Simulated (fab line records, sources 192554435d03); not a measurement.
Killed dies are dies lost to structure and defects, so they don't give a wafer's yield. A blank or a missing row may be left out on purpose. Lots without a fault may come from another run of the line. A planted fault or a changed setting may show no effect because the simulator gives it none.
Which tool did it? | flow n5_finfet | 24 lots, 72 wafers sampled, at 2 steps of a route of 1938

WHAT THE GAUGES READ, wafer by wafer
N5_BEOL_M0_CUTY_OVL_MEAS_58. Usual: M0_ABLK_OVL 0.2 nm, standard deviation 0.68.
lot  | measured     | on         | M0_ABLK_OVL (nm) | flag
L074 | day 5 21:01  | overlay-01 | 0.1 0.6 0.2      |
L075 | day 6 00:33  | overlay-01 | 1.0 1.2 1.2      |
L077 | day 6 08:26  | overlay-02 | -0.2 -1.2 -0.6   |
L078 | day 6 21:25  | overlay-01 | 0.0 0.4 0.7      |
L079 | day 7 01:21  | overlay-01 | 0.9 -0.5 -0.3    |
L080 | day 7 05:14  | overlay-02 | 1.1 1.0 0.4      |
L081 | day 7 11:43  | overlay-01 | 0.0 -0.8 -0.4    |
L082 | day 7 18:54  | overlay-02 | -0.1 0.1 0.8     |
L083 | day 7 23:47  | overlay-02 | -0.9 0.5 0.1     |
L084 | day 8 07:48  | overlay-02 | 0.4 -0.1 0.3     |
L085 | day 8 13:58  | overlay-02 | -0.5 -0.1 -1.0   |
L086 | day 8 16:49  | overlay-01 | 1.5 0.7 0.9      |
L087 | day 8 21:44  | overlay-01 | -0.2 -0.3 1.8    |
L088 | day 9 02:22  | overlay-02 | -0.4 0.7 -0.3    |
L089 | day 9 07:35  | overlay-02 | 0.3 -0.9 -0.2    |
L090 | day 9 17:24  | overlay-02 | -0.8 -0.2 0.0    |
L091 | day 9 21:35  | overlay-01 | 0.3 1.5 -0.6     |
L092 | day 10 04:59 | overlay-01 | 0.9 -0.1 0.3     |
L093 | day 10 14:14 | overlay-01 | 0.4 -0.4 0.6     |
L076 | day 10 17:31 | overlay-01 | 0.9 0.4 0.5      |
L094 | day 10 21:37 | overlay-01 | 0.1 0.4 -0.4     |
L095 | day 11 06:39 | overlay-02 | 0.2 0.4 0.3      |
L097 | day 11 10:33 | overlay-01 | 0.3 0.1 -0.5     |
L096 | day 11 15:04 | overlay-01 | 1.0 1.1 1.1      |

WHICH TOOL RAN EACH LOT (tool, then ch and the chambers of the sampled wafers, then the start)
lot  | N5_BEOL_M0_SAQP_ETCH_88
L074 | rie_diel-05 ch 2,3, day 5 19:29
L075 | rie_diel-04 ch 1,3, day 5 23:00
L077 | rie_diel-02 ch 0,1,2, day 6 07:08
L078 | rie_diel-02 ch 0,2,3, day 6 19:14
L079 | rie_diel-02 ch 2,3, day 6 23:59
L080 | rie_diel-02 ch 0,1,2, day 7 03:52
L081 | rie_diel-02 ch 0,1, day 7 10:22
L082 | rie_diel-04 ch 0,2, day 7 17:28
L083 | rie_diel-05 ch 1,2, day 7 22:37
L084 | rie_diel-02 ch 0,1, day 8 06:30
L085 | rie_diel-05 ch 0,1, day 8 12:17
L086 | rie_diel-02 ch 0,1,3, day 8 14:41
L087 | rie_diel-04 ch 0,2, day 8 20:25
L088 | rie_diel-05 ch 1,2,3, day 9 01:04
L089 | rie_diel-04 ch 0,2,3, day 9 06:04
L090 | rie_diel-02 ch 0,1,3, day 9 16:06
L091 | rie_diel-05 ch 0,1,3, day 9 20:17
L092 | rie_diel-05 ch 0,1,3, day 10 03:47
L093 | rie_diel-02 ch 0,1,3, day 10 13:04
L076 | rie_diel-02 ch 0,3, day 10 16:13
L094 | rie_diel-04 ch 0,1, day 10 20:18
L095 | rie_diel-05 ch 0,3, day 11 05:28
L097 | rie_diel-04 ch 1,2, day 11 09:23
L096 | rie_diel-02 ch 0,1,3, day 11 13:46
- N5_BEOL_M0_SAQP_ETCH_88: etches underlayer in N2/H2, target depth 6.5 nm, time 5.2 s.

WHAT THE TOOLS THEMSELVES READ (means of the sampled wafers that have a number; where no wafer has one, the mark that the record gives instead)
N5_BEOL_M0_SAQP_ETCH_88. Usual: drypump_motor_current_A 5.6 A, standard deviation 0.36; etch_rf_on_time_s 5.20 s, standard deviation 0.12; oes_product_au 0.68 a.u., standard deviation 0.075; rf_vpp_V 524.9 V, standard deviation 2.7; showerhead_plenum_p_Torr 2.59 Torr, standard deviation 0.086; throttle_valve_pct 17.99 %, standard deviation 0.23.
lot  | tool        | drypump_motor_current_A (A) | etch_rf_on_time_s (s) | oes_product_au (a.u.) | rf_vpp_V (V) | showerhead_plenum_p_Torr (Torr) | throttle_valve_pct (%) | flag
L074 | rie_diel-05 | 5.6                         | 5.29                  | 0.65                  | 520.5        | 2.44                            | 17.91                  |
L075 | rie_diel-04 | 5.3                         | 5.34                  | 0.60                  | 524.2        | 2.57                            | 18.10                  |
L077 | rie_diel-02 | 5.8                         | 5.20                  | 0.70                  | 525.0        | 2.61                            | 18.01                  |
L078 | rie_diel-02 | 5.7                         | 5.18                  | 0.73                  | 526.6        | 2.66                            | 17.85                  |
L079 | rie_diel-02 | 5.7                         | 5.11                  | 0.76                  | 526.6        | 2.70                            | 17.73                  |
L080 | rie_diel-02 | 5.8                         | 5.20                  | 0.69                  | 525.4        | 2.61                            | 18.02                  |
L081 | rie_diel-02 | 5.9                         | 5.24                  | 0.73                  | 524.9        | 2.59                            | 18.10                  |
L082 | rie_diel-04 | 5.2                         | 5.09                  | 0.77                  | 526.0        | 2.61                            | 17.76                  |
L083 | rie_diel-05 | 5.9                         | 5.24                  | 0.66                  | 522.1        | 2.48                            | 18.07                  |
L084 | rie_diel-02 | 5.7                         | 5.21                  | 0.69                  | 524.6        | 2.58                            | 18.07                  |
L085 | rie_diel-05 | 5.4                         | 5.20                  | 0.62                  | 525.7        | 2.62                            | 18.51                  |
L086 | rie_diel-02 | 5.8                         | 5.13                  | 0.73                  | 527.5        | 2.63                            | 17.97                  |
L087 | rie_diel-04 | 5.3                         | 5.10                  | 0.69                  | 526.5        | 2.63                            | 17.75                  |
L088 | rie_diel-05 | 5.7                         | 5.15                  | 0.65                  | 521.0        | 2.48                            | 18.00                  |
L089 | rie_diel-04 | 5.3                         | 5.25                  | 0.65                  | 523.3        | 2.59                            | 17.95                  |
L090 | rie_diel-02 | 5.8                         | 5.15                  | 0.73                  | 526.1        | 2.62                            | 17.96                  |
L091 | rie_diel-05 | 5.5                         | 5.15                  | 0.71                  | 523.6        | 2.54                            | 18.10                  |
L092 | rie_diel-05 | 5.5                         | 5.12                  | 0.71                  | 523.0        | 2.54                            | 18.09                  |
L093 | rie_diel-02 | 5.8                         | 5.14                  | 0.73                  | 523.6        | 2.62                            | 18.00                  |
L076 | rie_diel-02 | 5.7                         | 5.19                  | 0.72                  | 526.1        | 2.66                            | 17.83                  |
L094 | rie_diel-04 | 5.3                         | 5.28                  | 0.62                  | 527.5        | 2.63                            | 17.80                  |
L095 | rie_diel-05 | 5.3                         | 5.15                  | 0.69                  | 524.3        | 2.48                            | 17.95                  |
L097 | rie_diel-04 | 5.0                         | 5.43                  | 0.66                  | 526.3        | 2.62                            | 17.88                  |
L096 | rie_diel-02 | 5.8                         | 5.16                  | 0.71                  | 525.7        | 2.62                            | 18.00                  |

THE ANSWER, worked out from the rows above alone
Rule: a lot is off if the mean of its wafers that have a number lies more than 3 standard deviations from the usual mean. A lot without any number at a reading at which 4 lots or more have one is off too. The other lots that the step has rows for count as sound. The gauges are gone through in route order, then the tools' own readings, and for those a lot's mean is taken as printed above. The first step at which some lot is off is used, and at that step the reading that is off furthest; a lot without a number counts as furthest.
No lot is off at any reading shown: from this, nothing can be told.

WHAT THE SIMULATOR HAD PUT IN
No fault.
